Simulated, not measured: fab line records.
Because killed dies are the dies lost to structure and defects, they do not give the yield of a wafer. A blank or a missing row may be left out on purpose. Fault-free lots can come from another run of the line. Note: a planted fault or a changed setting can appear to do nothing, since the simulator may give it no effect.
Chamber matching	flow n5Finfet	N5_BEOL_M6_CURE_75 on uvCure-01: 3 sister chambers
The step cures SiCOH lowk, time 120 s. 30 wafers are shown with their chamber, then 12 later ones without.

## WAFERS PAIRED WITH THEIR CHAMBERS
wafer	chamber	wafer_temp_C_max	lampPowerPct (%)
L075.1	2	372.1	52.22
L075.3	2	371.6	52.16
L075.5	2	372.5	52.44
L076.1	2	372.3	52.38
L076.4	2	372.6	52.29
L076.6	2	371.8	52.28
L076.2	2	372.7	52.33
L076.3	2	371.3	52.34
L076.5	2	373.3	52.22
L080.1	1	371.1	52.35
L080.3	1	370.7	52.31
L080.5	1	371.2	52.31
L080.2	1	371.6	52.25
L080.4	1	370.9	52.25
L080.6	1	371.1	52.39
L081.1	1	371.1	52.27
L081.3	1	370.8	52.35
L081.6	1	371.0	52.23
L083.3	0	372.6	52.34
L083.4	0	372.1	52.36
L083.5	0	372.7	52.27
L082.2	1	371.1	52.33
L082.3	1	371.5	52.36
L082.5	1	371.3	52.26
L084.1	1	371.6	52.25
L084.2	1	371.2	52.35
L084.4	1	371.3	52.31
L087.1	0	372.0	52.25
L087.4	0	371.9	52.32
L087.5	0	372.8	52.29

SIGNATURES (averages over the wafers above)
reading	chamber 0	chamber 1	chamber 2	scatter within a chamber
wafer_temp_C_max	372.350	371.167	372.244	0.422
lampPowerPct	52.3050	52.3047	52.2956	0.0624
Rule: for a wafer and a chamber, the distance is found by dividing, reading by reading, the gap between the wafer's reading and the chamber's mean by the reading's scatter, squaring, summing and taking the root. The wafer belongs to the nearest chamber; if the next one is less than 2 further off, it can't be placed. The scatter: take each reading less its chamber's mean, square it, sum over the shown wafers, divide by the number of wafers less the number of chambers, and take the root.

## WAFERS MISSING THEIR CHAMBER
wafer	wafer_temp_C_max	lampPowerPct (%)
L087.2	371.4	52.23
L087.3	373.1	52.25
L087.6	372.3	52.38
L091.1	371.8	52.25
L091.3	372.5	52.33
L091.5	372.4	52.37
L094.1	371.8	52.39
L094.5	372.4	52.30
L094.6	372.5	52.34
L095.1	372.6	52.40
L095.2	372.3	52.25
L095.4	372.6	52.31

## CHAMBER TAKEN BY EACH
wafer	from the rows above	in truth
L087.2	can't be placed: 1 or 2 or 0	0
L087.3	can't be placed: 0 or 2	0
L087.6	can't be placed: 0 or 2 or 1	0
L091.1	can't be placed: 2 or 0 or 1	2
L091.3	can't be placed: 0 or 2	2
L091.5	can't be placed: 0 or 2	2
L094.1	can't be placed: 2 or 0 or 1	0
L094.5	can't be placed: 0 or 2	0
L094.6	can't be placed: 0 or 2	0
L095.1	can't be placed: 0 or 2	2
L095.2	can't be placed: 2 or 0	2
L095.4	can't be placed: 0 or 2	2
Correct placement for 0 of the 12. Cannot be placed on the basis of these rows: 12; the candidates contain the true chamber in 12. Placed wrongly: 0.
